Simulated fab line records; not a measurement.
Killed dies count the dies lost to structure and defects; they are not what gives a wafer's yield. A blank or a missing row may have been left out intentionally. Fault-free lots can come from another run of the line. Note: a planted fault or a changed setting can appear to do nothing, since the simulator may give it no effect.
Matching of chambers    flow n5Finfet    N5_BEOL_M0_SAQP_PECVD_03 on pecvd-04 has 3 sister chambers
The step deposits SiCN from 3MS/NH3, target thk 12 nm, time 21.1 s. 16 wafers are shown with their chamber, then 8 later ones without.

## EACH WAFER AND ITS CHAMBER
wafer   chamber  throttleValvePct (%)  showerheadPlenumPTorr (Torr)
L076.1  2        8.7                   3.662
L076.3  1        9.5                   3.663
L076.5  1        9.7                   3.666
L078.1  1        9.8                   3.659
L078.3  0        10.0                  3.676
L078.6  2        8.6                   3.660
L079.1  1        9.6                   3.653
L079.3  0        9.9                   3.674
L079.6  2        8.5                   3.670
L081.2  0        9.7                   3.681
L081.3  1        9.4                   3.657
L081.5  2        8.7                   3.673
L084.2  1        9.7                   3.671
L084.3  2        8.6                   3.668
L084.5  1        9.8                   3.658
L091.2  0        9.7                   3.673

SIGNATURES (means of the wafers above)
reading                chamber 0  chamber 1  chamber 2  scatter within a chamber
throttleValvePct       9.825      9.643      8.620      0.134
showerheadPlenumPTorr  3.67600    3.66100    3.66660    0.0054
Rule: distance of a wafer from a chamber = root of the sum over the readings of ((wafer's reading minus chamber's mean) / reading's scatter) squared. The wafer belongs to the nearest chamber; if the next one is less than 2 further off, it can't be placed. The scatter: the root of (the sum of the squares of (reading less its chamber's mean) over the shown wafers, divided by (wafers less chambers)).

## WAFERS WHOSE CHAMBER IS MISSING
wafer   throttleValvePct (%)  showerheadPlenumPTorr (Torr)
L091.3  8.5                   3.667
L091.4  8.9                   3.664
L093.2  9.0                   3.670
L093.4  8.8                   3.665
L093.5  9.8                   3.663
L094.1  9.5                   3.662
L094.4  9.7                   3.666
L094.6  9.6                   3.678

## WHICH CHAMBER EACH ONE RAN IN
wafer   from the rows above      in truth
L091.3  2                        2
L091.4  2                        2
L093.2  2                        2
L093.4  2                        2
L093.5  can't be placed: 1 or 0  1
L094.1  1                        1
L094.4  can't be placed: 1 or 0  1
L094.6  can't be placed: 0 or 1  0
5 of 8 placed correctly. Not placeable from these rows: 3 (in 3, the candidates include the true chamber). 0 placed wrongly.
